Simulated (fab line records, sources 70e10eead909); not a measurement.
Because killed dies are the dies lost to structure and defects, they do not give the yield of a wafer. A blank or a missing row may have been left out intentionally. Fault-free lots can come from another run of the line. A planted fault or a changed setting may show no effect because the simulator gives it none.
Matching of chambers :: flow nand-harc :: NHARC_A_BONDPAD_DESCUM_11 on rie-diel-04 has 3 sister chambers
The step chemistry O2, time 3 s. 6 wafers are shown with their chamber, then 6 later ones without.

== WAFERS WITH THEIR CHAMBER ==
wafer: L077.5
chamber: 1
drypump-motor-current-A (A): 5.50
showerhead-plenum-p-Torr (Torr): 2.02

wafer: L079.5
chamber: 0
drypump-motor-current-A (A): 5.80
showerhead-plenum-p-Torr (Torr): 2.01

wafer: L081.2
chamber: 0
drypump-motor-current-A (A): 5.78
showerhead-plenum-p-Torr (Torr): 2.00

wafer: L081.5
chamber: 2
drypump-motor-current-A (A): 5.61
showerhead-plenum-p-Torr (Torr): 2.03

wafer: L087.2
chamber: 2
drypump-motor-current-A (A): 5.64
showerhead-plenum-p-Torr (Torr): 2.02

wafer: L087.5
chamber: 1
drypump-motor-current-A (A): 5.51
showerhead-plenum-p-Torr (Torr): 2.01

== WAFERS WITH NO CHAMBER GIVEN ==
wafer: L087.6
drypump-motor-current-A (A): 5.78
showerhead-plenum-p-Torr (Torr): 2.00

wafer: L092.1
drypump-motor-current-A (A): 5.74
showerhead-plenum-p-Torr (Torr): 2.00

wafer: L092.5
drypump-motor-current-A (A): 5.79
showerhead-plenum-p-Torr (Torr): 2.00

wafer: L097.1
drypump-motor-current-A (A): 5.51
showerhead-plenum-p-Torr (Torr): 2.00

wafer: L097.5
drypump-motor-current-A (A): 5.50
showerhead-plenum-p-Torr (Torr): 2.01

wafer: L097.6
drypump-motor-current-A (A): 5.80
showerhead-plenum-p-Torr (Torr): 2.00

== THE CHAMBER EACH PASSED THROUGH ==
wafer: L087.6
from the rows above: 0
in truth: 0

wafer: L092.1
from the rows above: 0
in truth: 0

wafer: L092.5
from the rows above: 0
in truth: 0

wafer: L097.1
from the rows above: 1
in truth: 1

wafer: L097.5
from the rows above: 1
in truth: 1

wafer: L097.6
from the rows above: 0
in truth: 0
6 of 6 placed correctly. From these rows, 0 cannot be placed. Number placed wrongly: 0.
How it was worked out, from the rows above alone: a wafer's distance from a chamber is the root of the sum, over the readings, of the square of ((its reading less the chamber's mean) divided by the reading's scatter). The wafer belongs to the nearest chamber; if the next one is less than 2 further off, it can't be placed. For every chamber, the mean is computed from those of its wafers that are shown. How the scatter is found: for the shown wafers, subtract from each reading the mean of its chamber, square and add these, divide the total by (wafers less chambers), then take the root.
